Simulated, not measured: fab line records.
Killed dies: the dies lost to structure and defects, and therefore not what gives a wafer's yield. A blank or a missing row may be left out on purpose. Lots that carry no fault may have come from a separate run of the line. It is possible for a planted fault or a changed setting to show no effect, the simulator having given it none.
What tool caused it? || flow n5 finfet || Sampling: 11 lots, 30 wafers, 5 of 1938 route steps

== WHAT THE GAUGES READ, wafer by wafer ==
N5_BEOL_M1_INSPECT_13: inspects for defects (brightfield). Usual: raw defect count at 426, with a standard deviation of 110.
{"lot": "L278", "measured": "day 6 00:40", "on": "defect inspect-01", "raw defect count": "534 464 331", "flag": ""}
{"lot": "L279", "measured": "day 6 06:56", "on": "defect inspect-02", "raw defect count": "332 323 415", "flag": ""}
{"lot": "L283", "measured": "day 7 05:21", "on": "defect inspect-01", "raw defect count": "276 351 345", "flag": ""}
{"lot": "L284", "measured": "day 7 18:35", "on": "defect inspect-01", "raw defect count": "620 544 541", "flag": ""}
{"lot": "L288", "measured": "day 8 23:28", "on": "defect inspect-02", "raw defect count": "681 385 282", "flag": ""}
{"lot": "L290", "measured": "day 9 16:34", "on": "defect inspect-02", "raw defect count": "459 336", "flag": ""}
{"lot": "L294", "measured": "day 10 00:59", "on": "defect inspect-01", "raw defect count": "382 337", "flag": ""}
{"lot": "L295", "measured": "day 10 09:35", "on": "defect inspect-01", "raw defect count": "416 501", "flag": ""}
{"lot": "L297", "measured": "day 10 23:52", "on": "defect inspect-02", "raw defect count": "354 296 302", "flag": ""}
{"lot": "L298", "measured": "day 11 06:37", "on": "defect inspect-01", "raw defect count": "283 335 569", "flag": ""}
{"lot": "L299", "measured": "day 11 06:41", "on": "defect inspect-01", "raw defect count": "374 309 475", "flag": ""}

N5_BEOL_M4_RC_MEAS_101. Usual: DIBL_N 37.5 mV/V, standard deviation 2.5; DIBL_P 38 mV/V, standard deviation 3.1; IOFF_N 0.19 nA/um, standard deviation 0.059; IOFF_P 0.24 nA/um, standard deviation 0.061; ION_N 679 uA/um, standard deviation 16; ION_P 465 uA/um, standard deviation 9.8; SS_N 72.0 mV/dec, standard deviation 0.8; SS_P 73.7 mV/dec, standard deviation 0.86; VT_N 248 mV, standard deviation 4.5; VT_P -249 mV, standard deviation 3.5.
{"lot": "L278", "measured": "day 7 19:21", "on": "prober-02", "DIBL_N (mV/V)": "34.1 37.8 39.7", "DIBL_P (mV/V)": "36 37 40", "IOFF_N (nA/um)": "0.12 0.18 0.23", "IOFF_P (nA/um)": "0.20 0.22 0.27", "ION_N (uA/um)": "659 678 679", "ION_P (uA/um)": "459 466 459", "SS_N (mV/dec)": "70.6 72.3 72.7", "SS_P (mV/dec)": "72.8 73.5 74.2", "VT_N (mV)": "254 251 248", "VT_P (mV)": "-249 -250 -245", "flag": ""}
{"lot": "L279", "measured": "day 8 02:04", "on": "prober-02", "DIBL_N (mV/V)": "37.3 37.3 37.4", "DIBL_P (mV/V)": "38 40 38", "IOFF_N (nA/um)": "0.18 0.19 0.18", "IOFF_P (nA/um)": "0.23 0.27 0.22", "ION_N (uA/um)": "677 675 676", "ION_P (uA/um)": "459 465 460", "SS_N (mV/dec)": "72.0 72.5 72.6", "SS_P (mV/dec)": "73.5 74.2 73.8", "VT_N (mV)": "250 248 255", "VT_P (mV)": "-250 -248 -252", "flag": ""}
{"lot": "L283", "measured": "day 8 23:56", "on": "prober-02", "DIBL_N (mV/V)": "31.0 33.5 33.7", "DIBL_P (mV/V)": "28 33 35", "IOFF_N (nA/um)": "0.08 0.12 0.13", "IOFF_P (nA/um)": "0.12 0.18 0.19", "ION_N (uA/um)": "644 679 672", "ION_P (uA/um)": "452 467 462", "SS_N (mV/dec)": "70.6 69.8 70.2", "SS_P (mV/dec)": "70.8 72.5 73.0", "VT_N (mV)": "259 253 250", "VT_P (mV)": "-255 -251 -250", "flag": ""}
{"lot": "L284", "measured": "day 9 23:35", "on": "prober-01", "DIBL_N (mV/V)": "33.7 37.1 41.1", "DIBL_P (mV/V)": "34 39 44", "IOFF_N (nA/um)": "0.12 0.18 0.31", "IOFF_P (nA/um)": "0.17 0.23 0.34", "ION_N (uA/um)": "662 677 705", "ION_P (uA/um)": "453 464 477", "SS_N (mV/dec)": "71.2 71.8 73.1", "SS_P (mV/dec)": "72.9 73.8 75.8", "VT_N (mV)": "255 249 244", "VT_P (mV)": "-252 -246 -245", "flag": ""}
{"lot": "L288", "measured": "day 11 11:34", "on": "prober-01", "DIBL_N (mV/V)": "39.7 33.7 36.6", "DIBL_P (mV/V)": "42 34 38", "IOFF_N (nA/um)": "0.30 0.13 0.21", "IOFF_P (nA/um)": "0.37 0.19 0.29", "ION_N (uA/um)": "716 670 701", "ION_P (uA/um)": "484 461 486", "SS_N (mV/dec)": "72.8 72.0 71.9", "SS_P (mV/dec)": "74.3 72.9 74.4", "VT_N (mV)": "239 252 241", "VT_P (mV)": "-239 -251 -244", "flag": ""}
{"lot": "L290", "measured": "day 11 13:32", "on": "prober-02", "DIBL_N (mV/V)": "34.5 37.2", "DIBL_P (mV/V)": "34 38", "IOFF_N (nA/um)": "0.14 0.18", "IOFF_P (nA/um)": "0.17 0.22", "ION_N (uA/um)": "672 678", "ION_P (uA/um)": "453 450", "SS_N (mV/dec)": "71.0 71.9", "SS_P (mV/dec)": "72.5 73.9", "VT_N (mV)": "248 246", "VT_P (mV)": "-255 -250", "flag": ""}
{"lot": "L294", "measured": "day 11 22:50", "on": "prober-02", "DIBL_N (mV/V)": "36.4 37.9", "DIBL_P (mV/V)": "37 40", "IOFF_N (nA/um)": "0.15 0.19", "IOFF_P (nA/um)": "0.19 0.24", "ION_N (uA/um)": "668 689", "ION_P (uA/um)": "458 471", "SS_N (mV/dec)": "71.9 72.1", "SS_P (mV/dec)": "73.5 74.0", "VT_N (mV)": "253 248", "VT_P (mV)": "-251 -248", "flag": ""}
{"lot": "L295", "measured": "day 12 19:31", "on": "prober-01", "DIBL_N (mV/V)": "40.7 34.4", "DIBL_P (mV/V)": "41 34", "IOFF_N (nA/um)": "0.24 0.12", "IOFF_P (nA/um)": "0.26 0.16", "ION_N (uA/um)": "697 658", "ION_P (uA/um)": "471 449", "SS_N (mV/dec)": "72.1 71.9", "SS_P (mV/dec)": "74.2 72.4", "VT_N (mV)": "243 255", "VT_P (mV)": "-248 -254", "flag": ""}
{"lot": "L297", "measured": "day 13 00:09", "on": "prober-02", "DIBL_N (mV/V)": "37.6 35.7 37.4", "DIBL_P (mV/V)": "37 34 36", "IOFF_N (nA/um)": "0.19 0.16 0.20", "IOFF_P (nA/um)": "0.24 0.21 0.24", "ION_N (uA/um)": "683 667 685", "ION_P (uA/um)": "463 462 466", "SS_N (mV/dec)": "72.1 71.5 72.0", "SS_P (mV/dec)": "73.9 73.3 73.8", "VT_N (mV)": "249 249 244", "VT_P (mV)": "-249 -250 -250", "flag": ""}
{"lot": "L298", "measured": "day 13 22:40", "on": "prober-02", "DIBL_N (mV/V)": "40.5 38.6 39.9", "DIBL_P (mV/V)": "38 36 38", "IOFF_N (nA/um)": "0.23 0.17 0.21", "IOFF_P (nA/um)": "0.26 0.22 0.25", "ION_N (uA/um)": "684 662 687", "ION_P (uA/um)": "465 460 466", "SS_N (mV/dec)": "72.7 73.0 71.8", "SS_P (mV/dec)": "73.8 73.4 74.0", "VT_N (mV)": "246 250 250", "VT_P (mV)": "-249 -249 -248", "flag": ""}
{"lot": "L299", "measured": "day 13 22:26", "on": "prober-01", "DIBL_N (mV/V)": "38.6 39.0 39.9", "DIBL_P (mV/V)": "42 39 41", "IOFF_N (nA/um)": "0.21 0.20 0.23", "IOFF_P (nA/um)": "0.29 0.23 0.26", "ION_N (uA/um)": "685 676 687", "ION_P (uA/um)": "475 455 466", "SS_N (mV/dec)": "72.0 71.8 72.2", "SS_P (mV/dec)": "74.4 74.7 74.6", "VT_N (mV)": "247 247 245", "VT_P (mV)": "-249 -251 -249", "flag": ""}

== WHAT TOOL EACH LOT RAN ON (gives the tool, then ch and the chambers of the sampled wafers, and finally the start) ==
{"lot": "L278", "N5_BEOL_M1_PECVD_72": "pecvd-02 ch 0,1, day 5 23:25", "N5_BEOL_M1_HM_DEP_02": "pvd sputter-02, day 6 00:02", "N5_BEOL_M1_COAT_76": "litho track-02 ch 0, day 6 01:13"}
{"lot": "L279", "N5_BEOL_M1_PECVD_72": "pecvd-01 ch 0,1,2, day 6 04:55", "N5_BEOL_M1_HM_DEP_02": "pvd sputter-01, day 6 06:27", "N5_BEOL_M1_COAT_76": "litho track-02 ch 0, day 6 07:30"}
{"lot": "L283", "N5_BEOL_M1_PECVD_72": "pecvd-02 ch 0,1,2, day 7 03:54", "N5_BEOL_M1_HM_DEP_02": "pvd sputter-03, day 7 04:52", "N5_BEOL_M1_COAT_76": "litho track-04 ch 0, day 7 05:56"}
{"lot": "L284", "N5_BEOL_M1_PECVD_72": "pecvd-02 ch 0,1,2, day 7 14:54", "N5_BEOL_M1_HM_DEP_02": "pvd sputter-03, day 7 17:59", "N5_BEOL_M1_COAT_76": "litho track-02 ch 0, day 7 19:22"}
{"lot": "L288", "N5_BEOL_M1_PECVD_72": "pecvd-04 ch 1,2, day 8 22:01", "N5_BEOL_M1_HM_DEP_02": "pvd sputter-02, day 8 22:59", "N5_BEOL_M1_COAT_76": "litho track-04 ch 0, day 8 23:58"}
{"lot": "L290", "N5_BEOL_M1_PECVD_72": "pecvd-01 ch 0,2, day 9 13:25", "N5_BEOL_M1_HM_DEP_02": "pvd sputter-02, day 9 15:58", "N5_BEOL_M1_COAT_76": "litho track-02 ch 0, day 9 17:04"}
{"lot": "L294", "N5_BEOL_M1_PECVD_72": "pecvd-04 ch 0, day 9 23:26", "N5_BEOL_M1_HM_DEP_02": "pvd sputter-03, day 10 00:31", "N5_BEOL_M1_COAT_76": "litho track-02 ch 0, day 10 01:30"}
{"lot": "L295", "N5_BEOL_M1_PECVD_72": "pecvd-02 ch 1,2, day 10 08:43", "N5_BEOL_M1_HM_DEP_02": "pvd sputter-02, day 10 08:59", "N5_BEOL_M1_COAT_76": "litho track-02 ch 0, day 10 10:05"}
{"lot": "L297", "N5_BEOL_M1_PECVD_72": "pecvd-02 ch 0,1, day 10 21:25", "N5_BEOL_M1_HM_DEP_02": "pvd sputter-02, day 10 23:16", "N5_BEOL_M1_COAT_76": "litho track-04 ch 0, day 11 00:22"}
{"lot": "L298", "N5_BEOL_M1_PECVD_72": "pecvd-04 ch 1,2, day 11 03:44", "N5_BEOL_M1_HM_DEP_02": "pvd sputter-01, day 11 06:01", "N5_BEOL_M1_COAT_76": "litho track-04 ch 0, day 11 07:25"}
{"lot": "L299", "N5_BEOL_M1_PECVD_72": "pecvd-02 ch 0,1,2, day 11 05:19", "N5_BEOL_M1_HM_DEP_02": "pvd sputter-01, day 11 06:13", "N5_BEOL_M1_COAT_76": "litho track-05 ch 0, day 11 07:40"}
- N5_BEOL_M1_PECVD_72: deposits SiO2 from TEOS/O2, target thk 16 nm, time 18 s.
- N5_BEOL_M1_HM_DEP_02: deposits TiN, target thk 20 nm.
- N5_BEOL_M1_COAT_76: time 60 s, resist thk 5 nm.

== AS READ BY THE TOOLS THEMSELVES (means over the sampled wafers that have a number; for cases with no such wafer, the mark the record gives instead) ==
N5_BEOL_M1_PECVD_72. Usual: chamber pressure Torr 5.503 Torr, standard deviation 0.011; heater power w 674 W, standard deviation 74; showerhead plenum p Torr 8.77 Torr, standard deviation 0.044; throttle valve pct 22.5 %, standard deviation 1.6.
{"lot": "L278", "tool": "pecvd-02", "chamber pressure Torr (Torr)": 5.491, "heater power w (W)": 756, "showerhead plenum p Torr (Torr)": 8.73, "throttle valve pct (%)": 23.8, "flag": ""}
{"lot": "L279", "tool": "pecvd-01", "chamber pressure Torr (Torr)": 5.496, "heater power w (W)": 630, "showerhead plenum p Torr (Torr)": 8.78, "throttle valve pct (%)": 21.4, "flag": ""}
{"lot": "L283", "tool": "pecvd-02", "chamber pressure Torr (Torr)": 5.499, "heater power w (W)": 705, "showerhead plenum p Torr (Torr)": 8.76, "throttle valve pct (%)": 22.6, "flag": ""}
{"lot": "L284", "tool": "pecvd-02", "chamber pressure Torr (Torr)": 5.487, "heater power w (W)": 707, "showerhead plenum p Torr (Torr)": 8.75, "throttle valve pct (%)": 22.9, "flag": ""}
{"lot": "L288", "tool": "pecvd-04", "chamber pressure Torr (Torr)": 5.515, "heater power w (W)": 622, "showerhead plenum p Torr (Torr)": 8.78, "throttle valve pct (%)": 23.0, "flag": ""}
{"lot": "L290", "tool": "pecvd-01", "chamber pressure Torr (Torr)": 5.494, "heater power w (W)": 704, "showerhead plenum p Torr (Torr)": 8.77, "throttle valve pct (%)": 20.4, "flag": ""}
{"lot": "L294", "tool": "pecvd-04", "chamber pressure Torr (Torr)": 5.502, "heater power w (W)": 650, "showerhead plenum p Torr (Torr)": 8.71, "throttle valve pct (%)": 24.5, "flag": ""}
{"lot": "L295", "tool": "pecvd-02", "chamber pressure Torr (Torr)": 5.502, "heater power w (W)": 734, "showerhead plenum p Torr (Torr)": 8.76, "throttle valve pct (%)": 22.4, "flag": ""}
{"lot": "L297", "tool": "pecvd-02", "chamber pressure Torr (Torr)": 5.508, "heater power w (W)": 791, "showerhead plenum p Torr (Torr)": 8.73, "throttle valve pct (%)": 23.8, "flag": ""}
{"lot": "L298", "tool": "pecvd-04", "chamber pressure Torr (Torr)": 5.507, "heater power w (W)": 560, "showerhead plenum p Torr (Torr)": 8.77, "throttle valve pct (%)": 21.6, "flag": ""}
{"lot": "L299", "tool": "pecvd-02", "chamber pressure Torr (Torr)": 5.511, "heater power w (W)": 734, "showerhead plenum p Torr (Torr)": 8.76, "throttle valve pct (%)": 22.7, "flag": ""}

N5_BEOL_M1_HM_DEP_02. Usual: throttle valve pct at 29.9 %, with a standard deviation of 1.
{"lot": "L278", "tool": "pvd sputter-02", "throttle valve pct (%)": 29.7, "flag": ""}
{"lot": "L279", "tool": "pvd sputter-01", "throttle valve pct (%)": 29.9, "flag": ""}
{"lot": "L283", "tool": "pvd sputter-03", "throttle valve pct (%)": 29.4, "flag": ""}
{"lot": "L284", "tool": "pvd sputter-03", "throttle valve pct (%)": 29.8, "flag": ""}
{"lot": "L288", "tool": "pvd sputter-02", "throttle valve pct (%)": 30.8, "flag": ""}
{"lot": "L290", "tool": "pvd sputter-02", "throttle valve pct (%)": 30.0, "flag": ""}
{"lot": "L294", "tool": "pvd sputter-03", "throttle valve pct (%)": 31.9, "flag": ""}
{"lot": "L295", "tool": "pvd sputter-02", "throttle valve pct (%)": 28.8, "flag": ""}
{"lot": "L297", "tool": "pvd sputter-02", "throttle valve pct (%)": 30.3, "flag": ""}
{"lot": "L298", "tool": "pvd sputter-01", "throttle valve pct (%)": 30.7, "flag": ""}
{"lot": "L299", "tool": "pvd sputter-01", "throttle valve pct (%)": 30.2, "flag": ""}

N5_BEOL_M1_COAT_76. Usual: run length s at 66.21 s, with a standard deviation of 0.13.
{"lot": "L278", "tool": "litho track-02", "run length s (s)": 66.20, "flag": ""}
{"lot": "L279", "tool": "litho track-02", "run length s (s)": 66.12, "flag": ""}
{"lot": "L283", "tool": "litho track-04", "run length s (s)": 66.20, "flag": ""}
{"lot": "L284", "tool": "litho track-02", "run length s (s)": 66.09, "flag": ""}
{"lot": "L288", "tool": "litho track-04", "run length s (s)": 66.17, "flag": ""}
{"lot": "L290", "tool": "litho track-02", "run length s (s)": 67.62, "flag": "OFF"}
{"lot": "L294", "tool": "litho track-02", "run length s (s)": 67.47, "flag": "OFF"}
{"lot": "L295", "tool": "litho track-02", "run length s (s)": 67.62, "flag": "OFF"}
{"lot": "L297", "tool": "litho track-04", "run length s (s)": 66.14, "flag": ""}
{"lot": "L298", "tool": "litho track-04", "run length s (s)": 66.24, "flag": ""}
{"lot": "L299", "tool": "litho track-05", "run length s (s)": 66.36, "flag": ""}

== THE ANSWER, worked out from the rows above alone ==
Rule: a lot counts as off when the mean over its wafers that have a number is more than 3 standard deviations away from the usual mean. A lot without any number at a reading at which 4 lots or more have one is off too. The other lots that the step has rows for count as sound. After the gauges, taken in route order, come the tools' own readings; for these a lot's mean is taken, as printed above. At the first step where some lot is off, the reading lying furthest off is the one used; lots without a number count as furthest.
Off: L290, L294, L295 (N5_BEOL_M1_COAT_76, run length s).
If a tool, at that step or one of the process steps before it, ran each lot that is off and ran no sound lot following the first of them, it fits. One fits: litho track-02 at N5_BEOL_M1_COAT_76. Its last sound lot is L284 (day 7 19:22), its first lot that is off L290 (day 9 17:04): a fault that began between those two fits.
The tool's own readings at N5_BEOL_M1_COAT_76 bear it out: on the lots that are off they differ by more than 5 times the standard deviation of the sound lots' means. run length s reads 67.57 s there against 66.19 s on the sound lots.

== WHAT WAS PUT IN BY THE SIMULATOR ==
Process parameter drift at N5_BEOL_M1_COAT_76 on litho track-02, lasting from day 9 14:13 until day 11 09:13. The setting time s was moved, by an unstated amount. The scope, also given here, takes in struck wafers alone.
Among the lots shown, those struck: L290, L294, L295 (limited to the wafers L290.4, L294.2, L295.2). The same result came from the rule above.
